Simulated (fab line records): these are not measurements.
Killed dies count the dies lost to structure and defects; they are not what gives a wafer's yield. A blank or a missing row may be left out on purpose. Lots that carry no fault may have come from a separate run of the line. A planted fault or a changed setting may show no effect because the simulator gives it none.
Code-filled problem report in 8D (eight disciplines) form / flow n5-finfet / the parts of the form that need people (team, actions taken, sign-off) are left out

== 1. THE ISSUE ==
bias-w at N5_FIN_SAQP_ETCH_64 reads a mean of 292.6 W on 3 wafers of 2 lots; wafers without a fault read 399.9 W with a standard deviation of 1.2. Relative to the usual mean, that is a shift of -89 standard deviations.
The step: etches SiO2 in CF4, target depth 1.5 nm.
Seen first at day 3 20:23 on rie-si-03, wafer L462.1. Wafers with a number at this step in the record: 18, from 6 lots. The rule behind "out" and "out of limits": a value lying over 4 standard deviations away from the usual mean. Any other wafer with a number is counted as sound.

== 2. WHAT IT IS; WHAT IT IS NOT ==
question=which readings at this step | is=bias-w, oes-product-au | is not=drypump-motor-current-A, throttle-valve-pct
question=which lots | is=L462, L463 | is not=L455, L465, L473, L478
question=which wafers of those lots | is=L462.1, L462.5, L463.2 | is not=L462.4, L463.1, L463.6
question=read on which tools | is=rie-si-03 | is not=rie-si-05, rie-si-06
question=when | is=from day 3 20:23 | is not=up to then (4 sound wafers); but 11 sound wafers of L463, L465, L473, L478 came after

== 3. THE SUSPECTS, EACH WITH WHAT RULES IT OUT ==
Counting: any tool at a process step up to the reading remains a suspect provided it ran every lot that is out. Sound lots after the first of them don't rule it out here, since some wafers of a struck lot are sound.
- rie-si-03 at N5_FIN_SAQP_ETCH_64 (etches SiO2 in CF4, target depth 1.5 nm): kept. It ran every lot that is out, first L462 (day 3 20:23). On those wafers its own readings are out: bias-w, oes-product-au.
- In rie-si-03 at N5_FIN_SAQP_ETCH_64, the wafers that are out were processed in chamber 2 and their sound lot-mates in chambers 0, 1, 3.
Left after counting: rie-si-03 at N5_FIN_SAQP_ETCH_64.

== 4. THE CAUSE (what the simulator had put in) ==
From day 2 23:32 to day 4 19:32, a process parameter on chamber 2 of rie-si-03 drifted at N5_FIN_SAQP_ETCH_64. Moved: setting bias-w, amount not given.
This tool alone remained once counting was done.

== 5. SEQUENCE OF EFFECTS, ordered by route ==
Rows list readings where the struck wafers' mean (over those with a number) sits beyond 3 standard deviations from the usual. Scope: only readings with a usual standard deviation given in the record; hours: median across lots of the time from each lot's start at the first step in this table that gives one to its start at this step; sigmas: change in usual standard deviations.
hours=0; step=N5_FIN_SAQP_ETCH_64; reading=bias-w; usual=399.9 W; on struck wafers=292.6; change=-107.3; sigmas=-89
hours=0; step=N5_FIN_SAQP_ETCH_64; reading=oes-product-au; usual=1.001 a.u.; on struck wafers=0.937; change=-0.064; sigmas=-4.3
The process steps in it:
- N5_FIN_SAQP_ETCH_64: etches SiO2 in CF4, target depth 1.5 nm.
Later measuring or inspecting steps at which every struck wafer that the step has a row for has a number for every such reading, and none has moved that far: N5_BEOL_M4_RC_MEAS_101.

== 6. WHAT WOULD HAVE CAUGHT IT SOONER ==
In this record no reading fell out of limits until day 3 20:23, 21 hours after the fault had begun at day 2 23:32.
